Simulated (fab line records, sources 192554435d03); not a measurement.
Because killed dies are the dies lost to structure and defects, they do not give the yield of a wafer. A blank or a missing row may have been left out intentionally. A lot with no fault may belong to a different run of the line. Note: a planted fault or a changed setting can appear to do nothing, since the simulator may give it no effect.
fab line records / flow n5_finfet
[record] lots = 4 wafers = 12 last_day = 16
route steps=1938 shown BEOL_M12@1642 BEOL_M13@1659 PASSIVATION@1936
lots with no fault: from the same line, run without faults
start_h: hours from the record's first day to the start of the lot's first wafer shown / wait_h: time in hours since the lot's previous step / " unchanged from the row above / L1.1+2: one row covering several wafers at once / - either no value or no given start / * or withheld: withheld / < > ~ a bound
route shown NAME@n: NAME is a module with steps in the file, n the number in the route of the first one / usual: mean and standard deviation over wafers with no fault / same: alike in all rows / chamber/n: place in a boat / sites: the reading at each site / _std_site: how widely they spread, as a standard deviation / _edge_site: the outer-site mean with the inner-site mean subtracted / radius_mm: how far each site lies from the wafer's centre / mask NAME#n: copy n / behind: tool/chamber where the wafer was last shaped / hold: why the lot went on hold/how many hours it stayed there/how the hold came to an end / device: names the non-switching transistor (n, p or np) / end of line: at the end of the route, the tests of the same wafers / a step given without rows: its recipe and nothing more / killed: count of dies lost to structure and defects at first sort (not the wafer's yield) / map: dies across one wafer; x = killed, . = not, _ = none there
set.NAME: the setting as run; set.NAME@STEP: as run at that earlier step / model.NAME: the simulator's own value behind a step, which no gauge read
a table for each step, a row for each wafer; lots at some steps of the route
services: when a tool's chamber went out of use (start_h, in hours from the record's first day, below 0 if earlier), for how many hours, and the reason
[[steps]]
[step N5_BEOL_M12_STRIP_37]
[recipe] chemistry = N2/H2 power_w = 1000 temp_c = 250 h2_frac = 0.65 overash_fraction = 0.3 pressure_mtorr = withheld n2_flow_sccm = 1750 h2_flow_sccm = 3250
[step N5_BEOL_M12_ETCH_38]
[recipe] chemistry = CF4/N2 target = SiCN target_depth_a = 687 taper_deg = 2 time_s = 73.4 ion_energy_ev = 150 mask_material = SiO2 pressure_mtorr = 40 source_w = 430 bias_w = 70 Ar_flow_sccm = 100 cf4_flow_sccm = 60 n2_flow_sccm = 60
[step N5_BEOL_M12_PRECLEAN_39]
[recipe] chemistry = residue_remover time_s = 60 temp_c = 40
[step N5_BEOL_M12_SRD_40]
[recipe] time_s = 30 temp_c = 23 rinse_liquid = diw dry = n2_spin spin_rpm = 1500 dry_time_s = 30
[step N5_BEOL_M12_DEGAS_41]
[recipe] ambient = vacuum temp_c = 250 time_s = 60
[step N5_BEOL_M12_PRE_CLEAN_42]
[recipe] gas = H2/He time_s = 30 temp_c = 250
[step N5_BEOL_M12_SPUTTER_43]
[recipe] material = TaN target_thk_a = 150 temp_c = 50 bias_v = 168.6 power_w = 15000 chamber_pressure_pa = 0.12 time_s = 24.19
[step N5_BEOL_M12_SPUTTER_44]
[recipe] material = Ta target_thk_a = 100 temp_c = 50 bias_v = 80 power_w = 15000 chamber_pressure_pa = 0.07 time_s = 16.13
[step N5_BEOL_M12_SPUTTER_45]
[recipe] material = Cu target_thk_a = 800 temp_c = -20 bias_v = 60 power_w = 26000 chamber_pressure_pa = 0.13 time_s = 13.33
[step N5_BEOL_M12_ECD_47]
[recipe] material = Cu target_thk_a = 7200
[step N5_BEOL_M12_ANNEAL_48]
[recipe] temp_c = 225 time_s = 90 ambient = N2
[step N5_BEOL_M12_CMP_49]
[recipe] stop_on = SiOC t_overpolish_s = 20.6 down_force_psi = 1 platen_rpm = 50 clearing_platen_down_force_psi = 1.5 clearing_platen_rpm = 50 post_cmp_clean = cu_alkaline target_thk_nm = 320 clearing_platen_pad_velocity_m_s = 0.99484 pad_velocity_m_s = 0.99484
[usual] barrier_field_endpoint_s = 30.2/0.79 clearing_platen_down_force_psi = 1.500/0.003 clearing_platen_rpm = 49.998/0.025 motor_current_A = 6.2/0.72 overpolish_run_s = 20.598/0.0084
lot.wafer=L432.2 tool=cmp-03 chamber=3 start_h=224.23 wait_h=0.2 barrier_field_endpoint_s=31.0 clearing_platen_down_force_psi=1.503 clearing_platen_rpm=50.030 motor_current_A=6.6 overpolish_run_s=20.596
lot.wafer=L432.1 tool=cmp-03 chamber=0 start_h=224.23 wait_h=0.2 barrier_field_endpoint_s=30.8 clearing_platen_down_force_psi=1.506 clearing_platen_rpm=49.990 motor_current_A=6.0 overpolish_run_s=20.603
lot.wafer=L432.6 tool=cmp-03 chamber=3 start_h=224.23 wait_h=0.2 barrier_field_endpoint_s=30.3 clearing_platen_down_force_psi=1.498 clearing_platen_rpm=49.958 motor_current_A=6.3 overpolish_run_s=20.600
lot.wafer=L447.3 tool=cmp-03 chamber=0 start_h=314.16 wait_h=0.3 barrier_field_endpoint_s=30.1 clearing_platen_down_force_psi=1.502 clearing_platen_rpm=50.038 motor_current_A=5.9 overpolish_run_s=20.605
lot.wafer=L447.6 tool=cmp-03 chamber=2 start_h=314.16 wait_h=0.3 barrier_field_endpoint_s=30.2 clearing_platen_down_force_psi=1.502 clearing_platen_rpm=49.960 motor_current_A=6.1 overpolish_run_s=20.597
lot.wafer=L447.5 tool=cmp-03 chamber=3 start_h=314.16 wait_h=0.3 barrier_field_endpoint_s=28.9 clearing_platen_down_force_psi=1.498 clearing_platen_rpm=49.945 motor_current_A=6.4 overpolish_run_s=20.589
lot.wafer=L450.1 tool=cmp-03 chamber=0 start_h=339.82 wait_h=0.3 barrier_field_endpoint_s=30.7 clearing_platen_down_force_psi=1.497 clearing_platen_rpm=49.974 motor_current_A=6.1 overpolish_run_s=20.595
lot.wafer=L450.2 tool=cmp-03 chamber=2 start_h=339.82 wait_h=0.3 barrier_field_endpoint_s=30.5 clearing_platen_down_force_psi=1.497 clearing_platen_rpm=49.956 motor_current_A=6.2 overpolish_run_s=20.592
lot.wafer=L450.4 tool=cmp-03 chamber=3 start_h=339.82 wait_h=0.3 barrier_field_endpoint_s=30.0 clearing_platen_down_force_psi=1.499 clearing_platen_rpm=50.008 motor_current_A=6.7 overpolish_run_s=20.596
lot.wafer=L453.3 tool=cmp-04 chamber=2 start_h=353.91 wait_h=0.3 barrier_field_endpoint_s=30.2 clearing_platen_down_force_psi=1.495 clearing_platen_rpm=50.010 motor_current_A=6.4 overpolish_run_s=20.615
lot.wafer=L453.1 tool=cmp-04 chamber=1 start_h=353.91 wait_h=0.3 barrier_field_endpoint_s=30.2 clearing_platen_down_force_psi=1.498 clearing_platen_rpm=49.979 motor_current_A=5.6 overpolish_run_s=20.602
lot.wafer=L453.5 tool=cmp-04 chamber=2 start_h=353.91 wait_h=0.3 barrier_field_endpoint_s=29.7 clearing_platen_down_force_psi=1.499 clearing_platen_rpm=50.005 motor_current_A=6.3 overpolish_run_s=20.599
[step N5_BEOL_M12_PRE_CLEAN_52]
[recipe] gas = NH3 time_s = 15 temp_c = withheld rf_power_w = 300
[step N5_BEOL_M12_DEP_53]
[recipe] material = SiCN target_thk_a = 300 temp_c = withheld precursor = 3MS/NH3 pressure_torr = 3 rf_w = 675 time_s = 10.5
[step N5_BEOL_M12_INSPECT_55]
[recipe] inspect_instrument = darkfield mode = post_dep
[usual] raw_defect_count = 74/29
lot.wafer=L432.1 tool=defect_inspect-01 chamber=- start_h=224.66 wait_h=0.0 raw_defect_count=67
lot.wafer=L432.2 tool=defect_inspect-01 chamber=- start_h=224.66 wait_h=0.0 raw_defect_count=107
lot.wafer=L432.6 tool=defect_inspect-01 chamber=- start_h=224.66 wait_h=0.0 raw_defect_count=45
lot.wafer=L447.3 tool=defect_inspect-02 chamber=- start_h=314.53 wait_h=0.0 raw_defect_count=32
lot.wafer=L447.5 tool=defect_inspect-02 chamber=- start_h=314.53 wait_h=0.0 raw_defect_count=64
lot.wafer=L447.6 tool=defect_inspect-02 chamber=- start_h=314.53 wait_h=0.0 raw_defect_count=1405
lot.wafer=L450.1 tool=defect_inspect-02 chamber=- start_h=340.27 wait_h=0.0 raw_defect_count=56
lot.wafer=L450.2 tool=defect_inspect-02 chamber=- start_h=340.27 wait_h=0.0 raw_defect_count=1368
lot.wafer=L450.4 tool=defect_inspect-02 chamber=- start_h=340.27 wait_h=0.0 raw_defect_count=67
lot.wafer=L453.1 tool=defect_inspect-01 chamber=- start_h=354.36 wait_h=0.0 raw_defect_count=112
lot.wafer=L453.3 tool=defect_inspect-01 chamber=- start_h=354.36 wait_h=0.0 raw_defect_count=61
lot.wafer=L453.5 tool=defect_inspect-01 chamber=- start_h=354.36 wait_h=0.0 raw_defect_count=75
[step N5_BEOL_M13_ILD_DEP_00]
[recipe] material = SiOC target_thk_a = 8379.2 temp_c = 350 precursor = DEMS/O2 pressure_torr = 5 rf_w = 500 time_s = 166.4
[step N5_BEOL_M13_COAT_58]
[recipe] resist = BARC temp_c = 205 time_s = 60 spin_rpm = 1500 resist_thk_nm = 89
[step N5_BEOL_M13_COAT_04]
[recipe] spin_rpm = 1625 resist_thk_nm = 400
[step N5_BEOL_M13_EBR_06]
[recipe] solvent = PGMEA ebr_width_mm = 1.5
[step N5_BEOL_M13_SOFTBAKE_05]
[recipe] temp_c = 130 time_s = 60
[step N5_BEOL_M13_EXPOSE_07]
[recipe] mask_id = V12 na = 0.93 source_shape = conventional sigma_outer = 0.6 polarization = unpolarized attpsm_phase_deg = 180 dose_mj = 24.8
[step N5_BEOL_M13_PEB_08]
[recipe] peb_temp_c = 130 peb_time_s = 90
[step N5_BEOL_M13_DEVELOP_09]
[recipe] develop_time_s = 45 rinse_liquid = diw dry = air_spin dev_temp_c = 21
[step N5_BEOL_M13_HARDBAKE_14]
[recipe] temp_c = 130 time_s = 120
[step N5_BEOL_M13_INSPECT_12]
[recipe] mode = adi inspect_instrument = macro
[usual] raw_defect_count = 2.1/1.4
lot.wafer=L432.1 tool=defect_inspect-02 chamber=- start_h=225.21 wait_h=0.0 raw_defect_count=2
lot.wafer=L432.2 tool=defect_inspect-02 chamber=- start_h=225.21 wait_h=0.0 raw_defect_count=3
lot.wafer=L432.6 tool=defect_inspect-02 chamber=- start_h=225.21 wait_h=0.0 raw_defect_count=1
lot.wafer=L447.3 tool=defect_inspect-01 chamber=- start_h=315.20 wait_h=0.0 raw_defect_count=4
lot.wafer=L447.5 tool=defect_inspect-01 chamber=- start_h=315.20 wait_h=0.0 raw_defect_count=0
lot.wafer=L447.6 tool=defect_inspect-01 chamber=- start_h=315.20 wait_h=0.0 raw_defect_count=>300
lot.wafer=L450.1 tool=defect_inspect-01 chamber=- start_h=340.81 wait_h=0.0 raw_defect_count=1
lot.wafer=L450.2 tool=defect_inspect-01 chamber=- start_h=340.81 wait_h=0.0 raw_defect_count=>300
lot.wafer=L450.4 tool=defect_inspect-01 chamber=- start_h=340.81 wait_h=0.0 raw_defect_count=1
lot.wafer=L453.1 tool=defect_inspect-01 chamber=- start_h=355.06 wait_h=0.0 raw_defect_count=3
lot.wafer=L453.3 tool=defect_inspect-01 chamber=- start_h=355.06 wait_h=0.0 raw_defect_count=2
lot.wafer=L453.5 tool=defect_inspect-01 chamber=- start_h=355.06 wait_h=0.0 raw_defect_count=2
[step N5_BEOL_M13_DESCUM_15]
[recipe] chemistry = O2 time_s = 7.9 source_power_w = 50 bias_power_w = 20 pressure_mtorr = 20 rf_frequency_hz = 2.712e+07 temp_c = 40 o2_flow_sccm = 225
[step N5_PASSIVATION_PROBE_49]
[usual] defect_limited_yield = 91.3/1.5 killed_at_M0_to_M3 = 35/10 killed_at_M4_up = 13/5.3 killed_at_contacts = 12/5.7 killed_at_front_end = 39/11 killed_at_other = 3.3/2.7 killed_dies = 102/18 killed_on_rim = 13/4 killed_open = 67/13 killed_short = 34/7.8 sort_bin_5_function = 5.1/1 sort_bin_6_memory = 3.3/0.68 sort_n_pass = 1078/18 sort_yield_pct = 91.3/1.5
[same] gross_dies = 1180 killed_at_back_side = 0 sort_bin_4_leakage[%] = 0 sort_bin_8_speed[%] = 0
lot.wafer=L432.1 tool=prober-01 chamber=- start_h=254.71 wait_h=0.0 defect_limited_yield[%]=93.3 killed_at_M0_to_M3=33 killed_at_M4_up=12 killed_at_contacts=10 killed_at_front_end=24 killed_at_other=0 killed_dies=79 killed_on_rim=9 killed_open=54 killed_short=25 sort_bin_5_function[%]=4.4 sort_bin_6_memory[%]=2.1 sort_n_pass=1101 sort_yield_pct[%]=93.3
lot.wafer=L432.2 tool=prober-01 chamber=- start_h=254.76 wait_h=0.1 defect_limited_yield[%]=89.5 killed_at_M0_to_M3=51 killed_at_M4_up=10 killed_at_contacts=12 killed_at_front_end=51 killed_at_other=0 killed_dies=124 killed_on_rim=18 killed_open=71 killed_short=52 sort_bin_5_function[%]=6.3 sort_bin_6_memory[%]=3.6 sort_n_pass=1056 sort_yield_pct[%]=89.5
lot.wafer=L432.6 tool=prober-01 chamber=- start_h=254.96 wait_h=0.3 defect_limited_yield[%]=91.5 killed_at_M0_to_M3=31 killed_at_M4_up=13 killed_at_contacts=11 killed_at_front_end=42 killed_at_other=3 killed_dies=100 killed_on_rim=12 killed_open=73 killed_short=27 sort_bin_5_function[%]=5.7 sort_bin_6_memory[%]=2.6 sort_n_pass=1080 sort_yield_pct[%]=91.5
lot.wafer=L447.6 tool=prober-02 chamber=- start_h=356.96 wait_h=0.3 defect_limited_yield[%]=29.7 killed_at_M0_to_M3=24 killed_at_M4_up=776 killed_at_contacts=4 killed_at_front_end=26 killed_at_other=0 killed_dies=830 killed_on_rim=102 killed_open=35 killed_short=28 sort_bin_5_function[%]=48.6 sort_bin_6_memory[%]=16.7 sort_n_pass=350 sort_yield_pct[%]=29.7
lot.wafer=L450.2 tool=prober-01 chamber=- start_h=372.89 wait_h=0.1 defect_limited_yield[%]=30.6 killed_at_M0_to_M3=26 killed_at_M4_up=764 killed_at_contacts=6 killed_at_front_end=21 killed_at_other=2 killed_dies=819 killed_on_rim=98 killed_open=39 killed_short=22 sort_bin_5_function[%]=46.4 sort_bin_6_memory[%]=18.5 sort_n_pass=361 sort_yield_pct[%]=30.6
// killed by level:class
L432.1 BEOL_M0_SAQP:geometric_particle:open=12 MOL_CONTACT_COAG:geometric_particle:open=8 BEOL_M0_SAQP:geometric_particle:short=8 FIN_SAQP:geometric_particle:short=7 BEOL_M2:geometric_particle:open=7 BEOL_M4:geometric_particle:open=7 BEOL_M1:geometric_particle:open=4 FIN_SAQP:geometric_particle:open=3
L432.2 BEOL_M0_SAQP:geometric_particle:short=15 BEOL_M0_SAQP:geometric_particle:open=13 FIN_SAQP:geometric_particle:short=11 MOL_CONTACT_COAG:geometric_particle:open=11 BEOL_M2:geometric_particle:open=10 DUMMY_GATE:geometric_particle:open=9 STI_FIN_REVEAL:geometric_particle:open=6 BEOL_M2:geometric_particle:short=5
L432.6 BEOL_M2:geometric_particle:open=18 FIN_SAQP:geometric_particle:open=8 STI_FIN_REVEAL:geometric_particle:open=8 DUMMY_GATE:geometric_particle:open=8 MOL_CONTACT_COAG:geometric_particle:open=7 BEOL_M4:geometric_particle:open=6 BEOL_M0_SAQP:geometric_particle:short=5 FIN_SAQP:geometric_particle:short=4
L447.6 BEOL_M12:unspecified=767 GATE_CUT:geometric_particle:short=6 BEOL_M1:geometric_particle:open=5 BEOL_M0_SAQP:geometric_particle:short=5 BEOL_M2:geometric_particle:open=5 FIN_SAQP:geometric_particle:short=4 STI_FIN_REVEAL:geometric_particle:open=3 BEOL_M0_SAQP:geometric_particle:open=3
L450.2 BEOL_M12:unspecified=757 BEOL_M0_SAQP:geometric_particle:open=9 BEOL_M0_SAQP:geometric_particle:short=7 FIN_SAQP:geometric_particle:open=6 FIN_SAQP:geometric_particle:short=4 MOL_CONTACT_COAG:geometric_particle:open=4 BEOL_M3:geometric_particle:open=3 STI_FIN_REVEAL:geometric_particle:open=3
// map L447.6 (x killed, . not)
_________________.xxxx.xx.x..________________
______________.x.xxx.xxx.....x.x_____________
___________xx.xxxx..xxxxxxxxx.xxx.x__________
__________.x..xx..xx.xxxxx...xxx.x.._________
________xx.xxxxxxx.x.xxxxxxx..x.xx.x.x_______
_______x.xx.xxxxx.xxxx.xx....x.x..xx..x______
______xxxxxxx.xx.xx.xxxxxx...xxxxxxxx.x._____
_____xxx..xxxx...x..xx.xxx.x.xx.xxx.x..xx____
____xxxxxxx.xx..x.xx.xxxxxxxxx.xxxx.xxx.xx___
___.xxx.xxxxxxxxx.xxx.xx.xx.xxxxxx.xxx.xx..__
___.x.xxxxxxx.xxxxxxxxxx.xxxx.xxx.xxxx..x.x__
__x..xx.xx..x..xxxxxxxxxxxxxx..xxxxx.xxxxxxx_
__xxxx.xxx.xxxx..xx.xx.xxxxxxxx.xxx..xxxx.xx_
_x..x.xxxx.x.xxxxxx.xx..xx.x.xxx..xx.xxxxxxxx
_x.xxxxxxx.x.xx.x.xxxxxx..xxxxxxx.x.x..xx.xxx
_.xxxxx.xxxx...xxxx..xxx.xx....xxxxxxx.x..xx.
_x..xxx.xx..xxxxxxxx.x..xxx.xx.....xxxxxx.x.x
_.xx.x.x.xxxxx.xxxxxxxx.x.xx.xxx..x.xxxxxxxxx
_xxxx.x..xxxxxxxxxxxxx.xxxxxx..xxxxxxxxx.xxx.
_x..xxxxx..x.xx.x....xx.xxx.xx.xxxxxxxxx..x.x
_.xxxxxx..xxxxx.xx.xxxx..xxxxxxxxxx.xx.x..xx.
__.xxx..xxxx.xxxxxxxxxx.x.xx..xxxxx.xx.x.xxx_
__..xx.xx.xxx.xxxxxx.xxx.xxxxxxxxx.xxxxx.xx._
___xxxxx.x...x.x.xxxx..xx..xxxxxxxx..xxxxxx__
___x..x.xx.xxxxx.xx..x.xxxx..x.x..xxx.x.xxx__
____xxxxxxx...x..xxxx.xxxx.x.xx..x....xxxx___
_____xxxx.x.xx.xxx.xxx.xx.xx..xxxxxxxxxx.____
______xxxxx.x.xxxx.xxxx.x...x.xx.xxxxxxx_____
_______.xx.xx.x...xxx.xxx..x.x.x.xx..x.______
________xxxxxx.xxx.xxx.x..x.x.xx.xx.xx_______
__________xxxxx..xxxxxxx.xxx..xxxxxx_________
___________xxxx.xx..xxxxxx.x.xx...x__________
______________xx...xxxxxxxxx...x_____________
_________________xxxx.xxx.xxx________________
// map L450.2 (x killed, . not)
_________________xxxx.x.xxxxx________________
______________xxxxxxxxxxxx.xxxx._____________
___________xx.x..x.....xxx....xxx.x__________
__________xx.xxx..x.x.xx.x..xx.xx.x._________
________.....xxxxx.x.xxxxxxxx..x.xxxxx_______
_______xx..x..xxxxx.xxx.xx.x.xxxx.xx.x.______
______xxxxxx..xxxx..x..xxxx.x.xx.x.xx.xx_____
_____x.xxxxxxxxxxxxxxxxx.xx.x..xxx.xxxx..____
____xxxxxxxx.xxx.xxxxxxxx.xx..xxxxxxx.x.xx___
___xxxx..xx..x..x.xxxxxxx.xxx..xxx..xx..x.x__
___xxxxxxx..xxxxxx.....xxxxxxxxxxx..xxx.xxx__
__x.xxxxxx.xx.xxxxxx.x.xxxx..xxx.xxx.xx.x.xx_
__xxxx.xxx.x.xxx...xx.x..xxxxx.xxx.xxxxxxx.x_
_xxxxxxx.x...x.xxxxxxxxxx.xxx..xx..xxxxxxxxxx
_xx.xxxx.xxxxxxxxx.xxxx.x.x..xxxx.x.xx.xxx...
_.xxxx.xx.xxxx..xx....xxxx.xx..xxxx.xxxxx.xx.
_..xxx.xx.x.xxxxxx.xxxxx.xxx.xxxxxx.xxxxxxxx.
_x.xxx.x..xx.xxx.xxxxx..xxx..xxxxxx.xx.x.xxx.
_xxxxxx.xxx.xxxxx.xxxxx.xxxxxx.xxxxxx.xxxxxx.
_.xxxx.x.xx..xxxx.xxx..xx.xxx...xxxx.xxxx..xx
_xxxx.xx.x.....xxxx...xxxxxxxxxxxxx...xx.xx.x
__.xxx..x.x..x.x...xx..xxxx..xxx.xxxxx....xx_
__x...x.xxx.xxx...xx.xxxxxxxx.xxxx.xxx.xxx.x_
___xx.x.x..x.xxxxxxx.xxx..xx.x.xx.x.x.x.xxx__
___.xxxxxxx.x.xxxxxxxxxxx.xxxxx.xx.xx.x.x..__
____.x.x.x..xx.xx..x.x.xx.xxxxxxx....xxxxx___
_____xx.xxxxxxxxxx.xx.xxx..xx.x.xxxxxxxx.____
______..xx.xxx.x.x..xxxxxxx.xx.xxxxxxx.x_____
_______xxxxx.xx..xxxx..xxxxxx....xxxxxx______
________.......x.x.xx.x.xxxxxxxx..xx.x_______
__________.xxx.xxxxxxx...xxx.xxxxx.x_________
___________x.xx.xxx.xxx.x.x.xxx..xx__________
______________x...xxxxxxx..xxx.x_____________
_________________...xxx.xx.x.________________
[[services]]
tool=cmp-04 chamber=- start_h=209.28 hours=0.9 kind=repair
tool=cmp-03 chamber=- start_h=238.32 hours=4.0 kind=pm
tool=cmp-03 chamber=- start_h=242.32 hours=- kind=consumable_replace:conditioner
tool=cmp-03 chamber=- start_h=242.32 hours=- kind=consumable_replace:pad
tool=cmp-04 chamber=- start_h=260.31 hours=1.5 kind=repair
tool=cmp-04 chamber=- start_h=305.17 hours=4.0 kind=pm
tool=cmp-03 chamber=- start_h=305.80 hours=0.5 kind=repair
tool=cmp-04 chamber=- start_h=309.17 hours=- kind=consumable_replace:conditioner
tool=cmp-04 chamber=- start_h=309.17 hours=- kind=consumable_replace:pad
[[key]]
[first_sign] step = N5_BEOL_M12_INSPECT_55 reading = raw_defect_count direction = up sigmas = 46 usual = 74 struck = 1386
[effect] step = N5_BEOL_M13_INSPECT_12 reading = raw_defect_count direction = up sigmas = 99+ usual = 2.1 struck = >300
[effect] step = N5_PASSIVATION_PROBE_49 reading = killed_at_M4_up direction = up sigmas = 99+ usual = 13 struck = 770
[more_kills_born_at] N5_BEOL_M12_CMP_49@cmp-03 = 1524
met_at N5_BEOL_M12_CMP_49
struck_wafers L447.6,L450.2
[fault] kind = chamber_particle_source tool = cmp-03 chamber = 2 onset_h = 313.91 steps = N5_BEOL_M12_CMP_49 rate_per_visit_cm2 = 2.023 end_h = 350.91
